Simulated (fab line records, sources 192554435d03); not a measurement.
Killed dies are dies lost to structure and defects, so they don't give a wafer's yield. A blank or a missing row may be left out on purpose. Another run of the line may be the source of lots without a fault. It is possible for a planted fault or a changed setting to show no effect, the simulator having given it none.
A sampling plan put to the test | flow n5 finfet | one fab line, 8 faults that these records tell of, each judged on the records of the lots that it struck; 1 more is left out, because the records don't allow judging it
Plan = the line's own looks (route steps where a gauge or an inspection reads the wafer without altering it). Where struck wafers have a number at a look and the file lists that look's usual mean and standard deviation on fault-free wafers, the look can be judged. Caught: a look later than the fault's first step finds the struck wafers' mean 4 or more of those standard deviations (sigma) from the usual mean. On the tool: the same test on the tool's own readings at the fault's steps. A different recipe on the struck wafers counts as caught too, as does a record blank only for those wafers.

THE FAULTS, as the simulator had put them in
1. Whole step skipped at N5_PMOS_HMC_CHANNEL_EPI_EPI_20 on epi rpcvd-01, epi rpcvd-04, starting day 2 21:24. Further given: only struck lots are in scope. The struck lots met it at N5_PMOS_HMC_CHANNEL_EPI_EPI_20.
2. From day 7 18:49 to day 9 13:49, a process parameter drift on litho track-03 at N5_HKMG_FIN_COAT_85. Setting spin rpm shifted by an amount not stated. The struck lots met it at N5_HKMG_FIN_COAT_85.
3. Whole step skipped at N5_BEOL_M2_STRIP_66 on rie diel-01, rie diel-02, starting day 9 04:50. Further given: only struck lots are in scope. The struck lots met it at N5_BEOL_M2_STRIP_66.
4. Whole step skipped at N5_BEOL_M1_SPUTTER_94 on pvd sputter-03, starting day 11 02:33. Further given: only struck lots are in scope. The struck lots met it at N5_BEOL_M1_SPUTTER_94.
5. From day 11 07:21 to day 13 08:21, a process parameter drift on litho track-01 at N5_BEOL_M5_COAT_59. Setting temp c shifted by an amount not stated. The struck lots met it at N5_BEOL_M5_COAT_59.
6. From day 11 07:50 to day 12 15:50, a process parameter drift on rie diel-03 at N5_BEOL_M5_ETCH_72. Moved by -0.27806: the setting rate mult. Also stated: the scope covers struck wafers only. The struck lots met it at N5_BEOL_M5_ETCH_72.
7. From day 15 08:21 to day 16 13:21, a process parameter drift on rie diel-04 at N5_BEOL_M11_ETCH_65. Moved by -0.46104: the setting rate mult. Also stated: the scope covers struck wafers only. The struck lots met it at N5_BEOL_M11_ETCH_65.
8. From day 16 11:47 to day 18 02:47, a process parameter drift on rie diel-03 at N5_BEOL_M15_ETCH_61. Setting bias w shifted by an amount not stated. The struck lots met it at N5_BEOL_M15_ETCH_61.

WHAT THE PLAN SAW
fault | on the tool itself                               | first look that catches it                   | reading, sigma | median hours from its first step to that look | hours from the fault's start to the first struck lot there | judged looks passed uncaught
1     | the tool's record is blank for the struck wafers | no look after it can be judged               | -              | -                                             | -                                                          | 0
2     | spin speed rpm -99 or beyond sigma               | not the one look that can be judged after it | -              | -                                             | -                                                          | 1
3     | the tool's record is blank for the struck wafers | not the one look that can be judged after it | -              | -                                             | -                                                          | 1
4     | the tool's record is blank for the struck wafers | not the one look that can be judged after it | -              | -                                             | -                                                          | 1
5     | plate temp C +37 sigma                           | no look after it can be judged               | -              | -                                             | -                                                          | 0
6     | etch rf on time s +14 sigma                      | no look after it can be judged               | -              | -                                             | -                                                          | 0
7     | etch rf on time s +31 sigma                      | no look after it can be judged               | -              | -                                             | -                                                          | 0
8     | bias w -48 sigma                                 | no look after it can be judged               | -              | -                                             | -                                                          | 0
A dash: the fault isn't caught, or these records don't give the number.

Caught at a look: 0 of 8. Caught on the tool: 8 of 8. By one or the other: 8 of 8.
Faults 1, 2, 3, 4, 5, 6, 7, 8 were caught on the tool alone.
